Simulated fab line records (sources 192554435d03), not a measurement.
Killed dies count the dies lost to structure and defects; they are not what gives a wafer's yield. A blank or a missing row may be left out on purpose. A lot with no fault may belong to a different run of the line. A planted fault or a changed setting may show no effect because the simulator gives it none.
Struck lot and sound lot, side by side + flow n5-finfet + 15 out of 1938 route steps
Sound: wafers L968.2, L968.5, L968.6. Struck: wafers L976.1, L976.2, L976.4. At the end, the cause is stated.
At each step with rows: each side's tool, then ch and its chambers, then its first start. Under that, the readings that differ: sound wafers + struck wafers + difference of the means + sigmas: that difference in standard deviations of wafers without a fault.
alike: readings with means less than 2 such deviations apart, plus words and numbers identical on both sides. not compared: withheld readings, readings lacking a value on some wafer, bounds such as >300 that could conceal the same value, and numbers that have no deviation in the record and whose values overlap.
A row with sigmas, a row that says differs or no value, or rows on one side alone: a step with any of these is where the two part. Numbers that don't overlap but have no deviation are shown without sigmas and don't part them. A reading missing from all wafers of one side parts the sides only when that side holds two or more wafers.

first, 2 steps without rows for these wafers: N5_BEOL_M15_PRECLEAN_39 (cleans in residue remover, time 60 s); N5_BEOL_M15_SRD_40 (time 30 s, dry time 30 s).
N5_BEOL_M15_DEGAS_41: time 60 s.
  sound on pvd-sputter-03 at day 14 10:01; struck on pvd-sputter-01 at day 17 19:29
  alike: heater-power-w
N5_BEOL_M15_PRE_CLEAN_42: time 30 s.
  sound on pvd-sputter-03 at day 14 10:03; struck on pvd-sputter-01 at day 17 19:31
  alike: heater-power-w
N5_BEOL_M15_SPUTTER_43: material TaN, target thk 15 nm, time 24.19 s.
  sound on pvd-sputter-03 at day 14 10:05; struck on pvd-sputter-01 at day 17 19:34
  alike: throttle-valve-pct
then, 3 steps without rows for these wafers: N5_BEOL_M15_SPUTTER_44 (material Ta, target thk 15 nm, time 24.19 s); N5_BEOL_M15_SPUTTER_45 (material Cu, target thk 100 nm, time 16.67 s); N5_BEOL_M15_ECD_47 (material Cu, target thk 1860 nm).
N5_BEOL_M15_ANNEAL_48: time 90 s.
  sound on rtp-anneal-02 ch 0, day 14 10:39; struck on rtp-anneal-02 ch 0, day 17 20:23
  alike: wafer_temp_C_max
N5_BEOL_M15_CMP_49: polishes, stops on SiO2, t overpolish 4.9 s, target thk 850 nm.
  sound on cmp-02 ch 0,3, day 14 10:55; struck on cmp-02 ch 1,2,3, day 17 20:44
| reading                      | sound          | struck         | difference | sigmas |
|------------------------------|----------------|----------------|------------|--------|
| barrier-field-endpoint-s (s) | 11.1 10.8 11.2 | 11.9 11.6 11.7 | +0.7       | +2     |
  alike: edge-zone-pressure-frac, motor-current-A, overpolish-run-s
N5_BEOL_M15_THK_MEAS_50: measures by xrf.
  sound on film-metro-01 at day 14 11:12; struck on film-metro-02 at day 17 20:59
| reading      | sound       | struck      | difference | sigmas |
|--------------|-------------|-------------|------------|--------|
| M15_THK (nm) | 864 871 869 | 828 839 827 | -37        | -2     |
then, 1 step without rows for these wafers: N5_BEOL_M15_PRE_CLEAN_52 (time 15 s).
N5_BEOL_M15_DEP_53: deposits SiCN from 3MS/NH3, target thk 50 nm, time 17.8 s.
  sound on pecvd-02 ch 0,1,2, day 14 11:16; struck on pecvd-01 ch 0,1,2, day 17 21:03
  no value came back on the struck wafers for chamber-pressure-Torr (Torr), rf-fwd-power-W (W), showerhead-plenum-p-Torr (Torr), throttle-valve-pct (%); on the sound wafers chamber-pressure-Torr (Torr) reads 3.007 2.995 3.002
N5_BEOL_M15_RS_MEAS_54: measures by four-point-probe.
  sound on film-metro-02 at day 14 11:20; struck on film-metro-02 at day 17 21:07
  alike: M15_RS
N5_PASSIVATION_PROBE_49:
  the record has rows for the struck wafers here (prober-02, day 18 10:40) and none for the sound ones

## WHERE THEY PART
At N5_BEOL_M15_CMP_49 first; at N5_PASSIVATION_PROBE_49 last (within this record only).

WHY: whatever the simulator had introduced
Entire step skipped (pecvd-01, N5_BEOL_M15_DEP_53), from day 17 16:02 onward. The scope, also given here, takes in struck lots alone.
